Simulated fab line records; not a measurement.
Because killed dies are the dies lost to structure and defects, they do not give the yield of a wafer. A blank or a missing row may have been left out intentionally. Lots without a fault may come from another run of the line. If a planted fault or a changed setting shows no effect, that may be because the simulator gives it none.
Code-filled problem report in 8D (eight disciplines) form || flow n5 finfet || the parts of the form that need people (team, actions taken, sign-off) are left out

1. WHAT WENT WRONG
spin speed rpm at N5_BEOL_M10_COAT_60 reads a mean of 1236.8 rpm on 6 wafers of 2 lots; wafers without a fault read 1500.0 rpm with a standard deviation of 0.89. That is -99 or more standard deviations from the usual mean.
The step: time 60 s, resist thk 30 nm.
First seen on wafer L650.1, day 12 01:25, on litho track-03. Wafers with a number at this step in the record: 30, from 10 lots. The rule behind "out" and "out of limits": a value lying over 4 standard deviations away from the usual mean. The other wafers with a number count as sound.

2. WHAT IT IS, AND WHAT IT ISN'T
{"question": "which readings at this step", "is": "spin speed rpm", "is not": "-"}
{"question": "which lots", "is": "L650, L651", "is not": "L644, L647, L648, L654, L658, L659, L660, L665"}
{"question": "which wafers of those lots", "is": "all that have a number", "is not": "-"}
{"question": "read on which tools", "is": "litho track-03", "is not": "litho track-02, litho track-04"}
{"question": "when", "is": "from day 12 01:25", "is not": "up to then (9 sound wafers); but 15 sound wafers of L654, L658, L659, L660, L665 came after"}

3. SUSPECTS, AND WHAT RULES EACH OUT
Counting: a tool at any process step up to the reading remains a suspect when it ran all the lots that are out and ran no sound lot after the first of those.
- litho track-03 at N5_BEOL_M10_COAT_60 (time 60 s, resist thk 30 nm): ruled out as a lasting fault. Following L650 (day 12 01:25), the first lot on it that is out, the sound lots L660, L665 were run on it.
Left after counting: nothing in the record.

4. THE CAUSE (what the simulator had put in)
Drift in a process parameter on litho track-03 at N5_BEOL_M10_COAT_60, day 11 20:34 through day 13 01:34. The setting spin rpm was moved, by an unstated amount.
Counting ruled it out, wrongly.

5. THE EFFECT CHAIN, in route order
Each row: a reading whose mean over the struck wafers that have a number lies more than 3 standard deviations from the usual. Readings are gone through only where the record gives a usual standard deviation; hours: the median, over the lots, of the time from a lot's start at the first step in this table giving one to that lot's start at this step; sigmas: the change measured in usual standard deviations.
{"hours": 0, "step": "N5_BEOL_M10_COAT_60", "reading": "spin speed rpm", "usual": "1500.0 rpm", "on struck wafers": 1236.8, "change": -263.2, "sigmas": "-99 or more"}
{"hours": 1, "step": "N5_BEOL_M10_ETCH_61", "reading": "etch rf on time s", "usual": "65.2 s", "on struck wafers": 71.8, "change": "+6.6", "sigmas": "+6.7"}
It contains these process steps:
- N5_BEOL_M10_COAT_60: time 60 s, resist thk 30 nm.
- N5_BEOL_M10_ETCH_61: etches SiARC in CF4, target depth 39 nm, time 65 s.

6. WHAT WOULD HAVE CAUGHT IT SOONER
In this record the first reading out of limits was taken at day 12 01:25, 5 hours after the fault began at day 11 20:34.
